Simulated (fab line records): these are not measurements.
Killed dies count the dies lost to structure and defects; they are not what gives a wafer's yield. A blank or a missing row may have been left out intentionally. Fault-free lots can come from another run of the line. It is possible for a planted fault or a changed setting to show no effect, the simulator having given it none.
Split-lot trial + flow n5_finfet + on a route of 1938 steps: 7 lots, 21 wafers read

## THE SPLIT ITSELF
At N5_BEOL_M8_COAT_05 (resist thk 90 nm), the setting spin_rpm was moved away from the recipe's 1500 rpm on 10 of the 21 wafers read, by -7.5% to +7.3%. The other wafers ran this setting at the recipe's value.

## FROM THE SPLIT TO THE READING: what the file shows between them, 5 steps
- N5_BEOL_M8_EBR_07
- N5_BEOL_M8_SOFTBAKE_06: time 60 s
- N5_BEOL_M8_EXPOSE_08: exposes mask M8
- N5_BEOL_M8_PEB_09: peb time 60 s
- N5_BEOL_M8_DEVELOP_10: develop time 30 s

## THE READING
CAR-ArF_of_BEOL_M8_COAT_05.thk_nm (the simulator's own value, which no gauge read), in nm, at N5_BEOL_M8_DESCUM_16 (chemistry O2, time 7.9 s). There is no usual value for it anywhere in the file. Across the 11 wafers here that went through the recipe, the average is 83.5 nm and the standard deviation 0.12 nm.

| wafer  | tool, chamber at the split | spin_rpm as run, rpm | against the recipe | CAR-ArF_of_BEOL_M8_COAT_05.thk_nm, nm | against lot-mates on the recipe |
|--------|----------------------------|----------------------|--------------------|---------------------------------------|---------------------------------|
| L074.2 | litho_track-05, 0          | 1500                 | recipe             | 83.6                                  | -                               |
| L074.4 | litho_track-05, 0          | 1500                 | recipe             | 83.6                                  | -                               |
| L074.6 | litho_track-05, 0          | 1500                 | recipe             | 83.6                                  | -                               |
| L078.3 | litho_track-03, 0          | 1551                 | +3.4%              | 82                                    | -1.7                            |
| L078.5 | litho_track-03, 0          | 1500                 | recipe             | 83.8                                  | -                               |
| L078.6 | litho_track-03, 0          | 1500                 | recipe             | 83.6                                  | -                               |
| L077.3 | litho_track-05, 0          | 1500                 | recipe             | 83.6                                  | -                               |
| L077.4 | litho_track-05, 0          | 1388                 | -7.5%              | 87.2                                  | +3.6                            |
| L077.6 | litho_track-05, 0          | 1388                 | -7.5%              | 86.8                                  | +3.2                            |
| L079.2 | litho_track-03, 0          | 1500                 | recipe             | 83.4                                  | -                               |
| L079.5 | litho_track-03, 0          | 1442                 | -3.9%              | 85.4                                  | +2.0                            |
| L079.6 | litho_track-03, 0          | 1442                 | -3.9%              | 85                                    | +1.6                            |
| L082.2 | litho_track-03, 0          | 1500                 | recipe             | 83.4                                  | -                               |
| L082.4 | litho_track-03, 0          | 1547                 | +3.1%              | 82.2                                  | -1.2                            |
| L082.6 | litho_track-03, 0          | 1547                 | +3.1%              | 82.2                                  | -1.2                            |
| L094.3 | litho_track-03, 0          | 1500                 | recipe             | 83.4                                  | -                               |
| L094.4 | litho_track-03, 0          | 1500                 | recipe             | 83.6                                  | -                               |
| L094.6 | litho_track-03, 0          | 1609                 | +7.3%              | 80.4                                  | -3.1                            |
| L096.1 | litho_track-02, 0          | 1443                 | -3.8%              | 85                                    | +1.6                            |
| L096.2 | litho_track-02, 0          | 1500                 | recipe             | 83.4                                  | -                               |
| L096.6 | litho_track-02, 0          | 1443                 | -3.8%              | 85.2                                  | +1.8                            |

THE FIT
A straight line over all 21 wafers: CAR-ArF_of_BEOL_M8_COAT_05.thk_nm changes by -0.443 nm for each +1% of spin_rpm; r = -1.00; the points scatter about the line by 0.15 nm.
The same after taking each lot's own level away (the mean of its wafers on the recipe; 21 wafers): -0.444 nm for each +1%; r = -1.00; scatter 0.14 nm.
Per that fit: largest spin_rpm move, reading shift of 3.3 nm.
From 83.40 to 83.70 nm: that is the span of the lots' own levels, equal to 2.4 times the standard deviation above.
Consequently the slope shifts little with the lot-to-lot level, the two slopes agreeing.
Check: +3.27 nm against its lot-mates is what the line predicts for one of the wafers moved furthest among these (-7.5%) when that wafer is left out of the fit. It came out at +3.6 nm against them.

## THE OTHER SPLITS THESE WAFERS WENT THROUGH
Note: prior to the reading, these wafers also went through further splits. Each is held against what the fit with the lots' levels taken away leaves over:
| other split on the same wafers   | wafers away from the commonest value | r with CAR-ArF_of_BEOL_M8_COAT_05.thk_nm (lot level and that fit taken away) |
|----------------------------------|--------------------------------------|------------------------------------------------------------------------------|
| N5_BEOL_M2_TRENCH_ETCH_37 bias_w | 7                                    | +0.04                                                                        |
| N5_BEOL_M4_PECVD_72 temp_c       | 5                                    | +0.04                                                                        |
| N5_BEOL_M4_COAT_05 spin_rpm      | 6                                    | +0.08                                                                        |
| N5_BEOL_M5_COAT_71 spin_rpm      | 6                                    | +0.05                                                                        |
| N5_BEOL_M5_ETCH_41 source_w      | 7                                    | +0.00                                                                        |
| N5_BEOL_M7_PECVD_70 temp_c       | 6                                    | +0.34                                                                        |

## THE WHOLE CHAIN: every reading that the file lists as answering this split, in the file's order
| step                  | what it does             | reading                                                                            | change (the file's fit)               | r (the file's) |
|-----------------------|--------------------------|------------------------------------------------------------------------------------|---------------------------------------|----------------|
| N5_BEOL_M8_COAT_05    | resist thk 90 nm         | CAR-ArF_of_BEOL_M8_COAT_05.thk_nm (the simulator's own value, which no gauge read) | -0.44 nm for each +1% of the setting  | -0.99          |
| N5_BEOL_M8_DEVELOP_10 | develop time 30 s        | CAR-ArF_of_BEOL_M8_COAT_05.thk_nm (the simulator's own value, which no gauge read) | -0.433 nm for each +1% of the setting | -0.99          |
| N5_BEOL_M8_DESCUM_16  | chemistry O2, time 7.9 s | CAR-ArF_of_BEOL_M8_COAT_05.thk_nm (the simulator's own value, which no gauge read) | -0.445 nm for each +1% of the setting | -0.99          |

## FILE'S OWN FIT
CAR-ArF_of_BEOL_M8_COAT_05.thk_nm changes by -0.445 nm for each +1% of spin_rpm, r = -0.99.
